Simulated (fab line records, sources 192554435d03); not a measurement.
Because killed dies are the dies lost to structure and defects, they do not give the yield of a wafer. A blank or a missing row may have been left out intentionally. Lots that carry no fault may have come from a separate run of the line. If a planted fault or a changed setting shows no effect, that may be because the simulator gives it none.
Comparing a struck lot with a sound one ; flow n5-finfet ; 36 out of 1938 route steps
Sound: wafers L634.2, L634.4, L634.5. Struck: wafer L619.5. (L619.1 of the same lot was not struck and is left out.) The cause comes at the end.
Per side, at each step with rows, come the tool, then ch with its chambers, and then its first start. Under that, the readings that differ: sound wafers ; struck wafers ; difference of the means ; sigmas: that difference in standard deviations of wafers without a fault.
alike: same words and numbers on both sides, and readings whose means sit less than 2 such deviations apart. not compared: any withheld reading, any reading some wafer has no value for, any bound like >300 that may hide the same value, and any number with overlapping values for which the record gives no deviation.
Wherever a step has rows on one side only, a row that says differs or no value, or a row with sigmas, the two part there. When numbers do not overlap yet have no deviation, they are printed without sigmas and do not part them. A reading that every wafer of one side lacks parts them only if that side has two wafers or more.

first, 9 steps without rows for these wafers: N5_BEOL_M4_ANNEAL_95 (time 240 s); N5_BEOL_M4_SPUTTER_96 (material Cu, target thk 4.5 nm, time 8.29 s); N5_BEOL_M4_ECD_50 (material Cu, target thk 300 nm); N5_BEOL_M4_ANNEAL_51 (time 90 s); N5_BEOL_M4_CMP_52 (polishes, stops on SiOC, t overpolish 6.8 s, target thk 40 nm); N5_BEOL_M4_PRE_CLEAN_60 (time 15 s); N5_BEOL_M4_CO_CAP_55 (material Co, precursor CCTBA/H2, target thk 2 nm, time 102.1 s); N5_BEOL_M4_PRE_CLEAN_56 (time 15 s); N5_BEOL_M4_DEP_57 (deposits SiCN from 3MS/NH3, target thk 8 nm, time 14 s).
N5_BEOL_M4_RC_MEAS_101:
  sound on prober-02 ch 0, day 14 17:04; struck on prober-01 ch 0, day 9 17:50
reading;sound;struck;difference;sigmas
IOFF_P (nA/um);0.30 0.20 0.26;0.18;-0.07;-2
ION_N (uA/um);681 671 678;655;-22;-2
ION_P (uA/um);470 468 473;451;-19;-3
SS_P (mV/dec);74.1 73.6 73.8;72.6;-1.2;-2
VT_N (mV);245.4 249.0 247.1;254.1;+6.9;+2
VT_P (mV);-243 -250 -244;-253;-7;-2
  alike: DIBL_N, DIBL_P, IOFF_N, SS_N
then, 24 steps without rows for these wafers: N5_BEOL_M5_ILD_DEP_00 (deposits SiCOH lowk from DEMS/porogen, target thk 140.64 nm, time 25.9 s); N5_BEOL_M5_CURE_79 (cures SiCOH lowk, time 240 s); N5_BEOL_M5_PECVD_70 (deposits SiO2 from TEOS/O2, target thk 16 nm, time 18 s); N5_BEOL_M5_HM_DEP_02 (deposits TiN, target thk 20 nm); N5_BEOL_M5_COAT_59 (time 60 s, resist thk 60 nm); N5_BEOL_M5_COAT_60 (time 60 s, resist thk 12 nm); N5_BEOL_M5_COAT_71 (time 60 s, resist thk 5 nm); N5_BEOL_M5_COAT_05 (resist thk 30 nm); N5_BEOL_M5_EBR_07; N5_BEOL_M5_SOFTBAKE_06 (time 60 s); N5_BEOL_M5_EXPOSE_08 (exposes mask M5, target cd 28 nm); N5_BEOL_M5_PEB_09 (peb time 60 s); N5_BEOL_M5_DEVELOP_10 (develop time 30 s); N5_BEOL_M5_DESCUM_16 (chemistry O2, time 7 s); N5_BEOL_M5_ETCH_72 (etches underlayer in N2/H2, target depth 6.5 nm, time 5.2 s); N5_BEOL_M5_ETCH_61 (etches SiARC in CF4, target depth 15.6 nm, time 26 s); N5_BEOL_M5_ETCH_62 (etches SOC in N2/H2, target depth 75 nm, overetch 15 nm, time 112.5 s); N5_BEOL_M5_STRIP_63 (strips in N2/H2); N5_BEOL_M5_STRIP_73 (strips in N2/H2); N5_BEOL_M5_STRIP_64 (strips in CF4); N5_BEOL_M5_HM_OPEN_17 (chemistry Cl2/BCl3, target TiN, target depth 20 nm, overetch 6 nm); N5_BEOL_M5_STRIP_19 (strips in O2); N5_BEOL_M5_COAT_65 (time 60 s, resist thk 60 nm); N5_BEOL_M5_COAT_66 (time 60 s, resist thk 12 nm).
-- the record jumps here: 4 days lie between the struck wafers' starts before and after (it left off in module BEOL_M5 and takes up again in module PASSIVATION, whose first step shown is number 1936 of the route) --
N5_PASSIVATION_ETCH_15: etches SiCN in CF4/N2, target depth 75 nm, time 81.2 s.
  sound on rie-diel-02 ch 0,1, day 18 12:25; struck on rie-diel-05 ch 3, day 13 19:55
reading;sound;struck;difference;sigmas
mfc-ar-sccm (sccm);99.84 99.98 100.07;100.58;+0.62;+2
oes-product-au (a.u.);0.80 0.72 0.73;0.54;-0.21;-3
model.etch.depth-nm (nm);65.13 64.13 64.45;38.52;-26.05;
  alike: drypump-motor-current-A, n2-flow-sccm, rf-fwd-power-W, rf-vpp-V, showerhead-plenum-p-Torr, throttle-valve-pct
  not compared: rf-hours-counter-h
N5_PASSIVATION_PROBE_49:
  record: rows for the struck wafers here (prober-02, day 14 02:07), none for the sound ones

## WHERE THEY PART
Earliest at N5_BEOL_M4_RC_MEAS_101; latest, in this record, at N5_PASSIVATION_PROBE_49.

WHY: what had been put in by the simulator
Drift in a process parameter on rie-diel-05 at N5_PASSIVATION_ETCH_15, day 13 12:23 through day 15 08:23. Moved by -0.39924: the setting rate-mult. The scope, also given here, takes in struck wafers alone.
